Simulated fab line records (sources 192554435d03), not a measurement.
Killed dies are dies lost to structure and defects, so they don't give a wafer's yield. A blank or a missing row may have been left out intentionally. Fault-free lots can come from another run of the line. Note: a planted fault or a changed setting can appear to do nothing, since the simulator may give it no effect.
Which of the tools did it?	flow n5Finfet	Sampling: 21 lots, 63 wafers, 4 of 1938 route steps

## WHAT THE GAUGES READ, wafer by wafer
N5_BEOL_M4_OVL_MEAS_29.
lot	measured	on	V3_OVL (nm)
L075	day 8 03:49	overlay-01	0.3 0.4 0.2
L074	day 8 13:13	overlay-01	-1.0 -0.2 -0.3
L077	day 8 18:15	overlay-02	0.2 0.0 -0.2
L078	day 9 08:11	overlay-02	-1.3 -1.7 -1.7
L080	day 9 17:55	overlay-02	-1.4 -0.1 -0.9
L083	day 10 01:15	overlay-02	0.4 1.0 0.5
L081	day 10 10:01	overlay-02	-0.6 0.0 -1.3
L084	day 11 00:38	overlay-02	0.4 0.0 0.4
L082	day 11 03:38	overlay-02	-0.6 0.3 0.2
L085	day 11 04:39	overlay-01	0.4 -1.0 -0.2
L088	day 11 05:14	overlay-02	0.7 0.9 0.0
L086	day 11 12:12	overlay-02	-0.3 -0.8 -0.7
L087	day 11 17:29	overlay-02	1.2 1.0 1.0
L089	day 11 17:44	overlay-01	1.1 0.5 0.8
L090	day 12 05:20	overlay-02	-0.6 -0.9 -1.2
L092	day 12 14:34	overlay-02	-0.5 -0.2 -0.8
L091	day 12 19:59	overlay-01	-1.2 -0.9 -0.7
L095	day 12 21:15	overlay-01	-0.1 -0.3 1.0
L094	day 13 10:17	overlay-02	-0.5 -0.4 -0.1
L096	day 13 23:52	overlay-02	0.4 0.8 0.9
L097	day 14 06:05	overlay-01	0.6 -1.2 -0.6

## TOOL THAT RAN EACH LOT (tool first, then ch and the chambers of the sampled wafers, then the start)
lot	N5_BEOL_M4_ILD_DEP_00	N5_BEOL_M4_PECVD_72	N5_BEOL_M4_HM_OPEN_17
L075	pecvd-03 ch 0,2, day 8 01:56	pecvd-02 ch 0,1,2, day 8 02:02	rieMetal-02 ch 0,1, day 8 03:17
L074	pecvd-03 ch 0,1,2, day 8 10:13	pecvd-01 ch 0,1,2, day 8 10:19	rieMetal-01 ch 0,1, day 8 12:39
L077	pecvd-03 ch 0,2, day 8 16:02	pecvd-03 ch 0,1,2, day 8 16:08	rieMetal-03 ch 0,1, day 8 17:43
L078	pecvd-01 ch 1,2, day 9 02:46	pecvd-01 ch 0,1,2, day 9 02:52	rieMetal-01 ch 0,1, day 9 07:33
L080	pecvd-01 ch 1,2, day 9 16:13	pecvd-01 ch 1,2, day 9 16:19	rieMetal-02 ch 1, day 9 17:19
L083	pecvd-01 ch 0,1, day 9 20:13	pecvd-03 ch 0,1, day 9 20:19	rieMetal-01 ch 0,1, day 10 00:35
L081	pecvd-03 ch 1,2, day 10 06:30	pecvd-02 ch 0,1, day 10 06:36	rieMetal-01 ch 0,1, day 10 09:19
L084	pecvd-03 ch 0,1,2, day 10 22:15	pecvd-01 ch 1,2, day 10 22:21	rieMetal-03 ch 0,1, day 10 23:52
L082	pecvd-03 ch 0,1, day 11 00:19	pecvd-02 ch 0,1,2, day 11 00:25	rieMetal-01 ch 0,1, day 11 03:01
L085	pecvd-03 ch 0,1, day 11 01:34	pecvd-03 ch 0,1, day 11 01:40	rieMetal-01 ch 0,1, day 11 03:58
L088	pecvd-03 ch 0,2, day 11 03:00	pecvd-01 ch 0,1, day 11 03:06	rieMetal-03 ch 0,1, day 11 04:42
L086	pecvd-03 ch 0,1, day 11 08:40	pecvd-02 ch 1,2, day 11 08:46	rieMetal-03 ch 0,1, day 11 11:30
L087	pecvd-01 ch 0,1,2, day 11 14:40	pecvd-03 ch 0,2, day 11 14:46	rieMetal-03 ch 0,1, day 11 16:50
L089	pecvd-01 ch 0,1,2, day 11 14:56	pecvd-03 ch 0,2, day 11 15:02	rieMetal-03 ch 0,1, day 11 17:04
L090	pecvd-02 ch 0,1, day 11 23:29	pecvd-01 ch 0,2, day 11 23:35	rieMetal-03 ch 0,1, day 12 04:40
L092	pecvd-01 ch 0,2, day 12 12:14	pecvd-01 ch 0,2, day 12 12:20	rieMetal-03 ch 0,1, day 12 13:59
L091	pecvd-01 ch 1,2, day 12 17:56	pecvd-02 ch 0,1,2, day 12 18:04	rieMetal-02 ch 0, day 12 19:22
L095	pecvd-02 ch 1,2, day 12 18:14	pecvd-03 ch 1,2, day 12 18:20	rieMetal-02 ch 0, day 12 20:38
L094	pecvd-01 ch 0,1, day 13 07:26	pecvd-03 ch 0,1,2, day 13 07:34	rieMetal-03 ch 0,1, day 13 09:44
L096	pecvd-02 ch 0,1,2, day 13 20:23	pecvd-02 ch 0,1, day 13 20:29	rieMetal-01 ch 0,1, day 13 23:12
L097	pecvd-03 ch 0,1,2, day 14 00:54	pecvd-02 ch 0,1,2, day 14 01:01	rieMetal-01 ch 0,1, day 14 05:31
- N5_BEOL_M4_ILD_DEP_00: deposits SiOC from DEMS/O2, target thk 79 nm, time 15.3 s.
- N5_BEOL_M4_PECVD_72: deposits SiO2 from TEOS/O2, target thk 16 nm, time 18 s.
- N5_BEOL_M4_HM_OPEN_17: chemistry Cl2/BCl3, target TiN, target depth 20 nm, overetch 6 nm.

## WHAT THE TOOLS THEMSELVES READ (means of the sampled wafers that have a number; where no wafer has one, the mark that the record gives instead)
N5_BEOL_M4_ILD_DEP_00.
lot	tool	heaterPowerOuterW (W)	heaterPowerW (W)	showerheadPlenumPTorr (Torr)	throttleValvePct (%)
L075	pecvd-03	233	470	5.706	11.9
L074	pecvd-03	268	508	5.691	12.2
L077	pecvd-03	249	495	5.699	11.7
L078	pecvd-01	252	476	5.700	11.7
L080	pecvd-01	276	497	5.696	11.9
L083	pecvd-01	361	661	5.695	13.6
L081	pecvd-03	313	542	5.679	12.0
L084	pecvd-03	269	504	5.695	12.1
L082	pecvd-03	346	610	5.695	12.8
L085	pecvd-03	306	553	5.682	12.7
L088	pecvd-03	237	464	5.716	11.9
L086	pecvd-03	345	599	5.686	12.6
L087	pecvd-01	310	556	5.693	12.6
L089	pecvd-01	311	564	5.686	12.6
L090	pecvd-02	214	475	5.704	12.1
L092	pecvd-01	376	661	5.683	13.6
L091	pecvd-01	260	470	5.688	11.8
L095	pecvd-02	192	404	5.701	12.3
L094	pecvd-01	389	679	5.695	13.6
L096	pecvd-02	215	449	5.706	12.0
L097	pecvd-03	309	559	5.699	12.2

N5_BEOL_M4_PECVD_72.
lot	tool	heaterPowerOuterW (W)	heaterPowerW (W)	showerheadPlenumPTorr (Torr)	throttleValvePct (%)
L075	pecvd-02	369	690	8.82	22.9
L074	pecvd-01	517	847	8.79	23.7
L077	pecvd-03	464	800	8.78	22.7
L078	pecvd-01	533	881	8.79	23.7
L080	pecvd-01	411	702	8.81	21.9
L083	pecvd-03	535	876	8.77	23.8
L081	pecvd-02	386	723	8.82	22.8
L084	pecvd-01	454	747	8.79	22.0
L082	pecvd-02	374	688	8.81	22.4
L085	pecvd-03	552	901	8.77	23.9
L088	pecvd-01	478	787	8.83	23.7
L086	pecvd-02	404	717	8.79	22.8
L087	pecvd-03	407	732	8.83	22.3
L089	pecvd-03	398	690	8.83	22.3
L090	pecvd-01	540	896	8.77	25.3
L092	pecvd-01	430	739	8.77	24.0
L091	pecvd-02	394	716	8.80	22.4
L095	pecvd-03	514	826	8.71	22.8
L094	pecvd-03	483	823	8.77	22.9
L096	pecvd-02	363	706	8.82	22.8
L097	pecvd-02	390	704	8.81	22.2

N5_BEOL_M4_HM_OPEN_17.
lot	tool	chamberPressureMTorr (mTorr)	drypumpMotorCurrentA (A)	oesProductAu (a.u.)	throttleValvePct (%)
L075	rieMetal-02	9.991	5.81	0.52	22.5
L074	rieMetal-01	10.001	5.48	0.69	22.2
L077	rieMetal-03	10.010	5.68	0.78	21.8
L078	rieMetal-01	9.997	5.52	0.69	22.2
L080	rieMetal-02	10.002	5.91	0.52	22.6
L083	rieMetal-01	10.003	5.42	0.64	22.3
L081	rieMetal-01	9.993	5.50	0.68	22.2
L084	rieMetal-03	9.994	5.49	0.73	21.9
L082	rieMetal-01	10.016	5.44	0.62	22.4
L085	rieMetal-01	10.000	5.44	0.62	22.4
L088	rieMetal-03	10.002	5.70	0.75	21.9
L086	rieMetal-03	10.004	5.70	0.75	21.9
L087	rieMetal-03	9.998	5.49	0.73	21.9
L089	rieMetal-03	9.989	5.49	0.74	21.9
L090	rieMetal-03	10.000	5.71	0.74	21.9
L092	rieMetal-03	10.004	5.48	0.73	21.9
L091	rieMetal-02	10.011	5.79	0.79	22.4
L095	rieMetal-02	10.003	5.79	0.79	22.4
L094	rieMetal-03	9.995	5.48	0.72	21.9
L096	rieMetal-01	9.999	5.45	0.61	22.4
L097	rieMetal-01	10.001	5.50	0.67	22.2

## THE ANSWER, worked out from the rows above alone
Rule: usual is defined by the lots themselves. The widest of any qualifying gaps counts: lots, ordered by their means at a reading, are off when they make up no more than a third of the lots, leave a main group of 4 or more, and stand apart from it by 3 or more times the standard deviation of that group's means. Not used: any main group whose means are identical at the precision the tables above print for the reading. A lot without any number at a reading at which 4 lots or more have one is off too. The other lots that the step has rows for count as sound. Order of review: gauges by route order, followed by the tools' own readings, for which a lot's mean as printed above is used. At the first step where some lot is off, the reading lying furthest off is the one used; lots without a number count as furthest.
Nothing can be told from this: no lot is off at any reading shown.

## WHAT THE SIMULATOR HAD INSERTED
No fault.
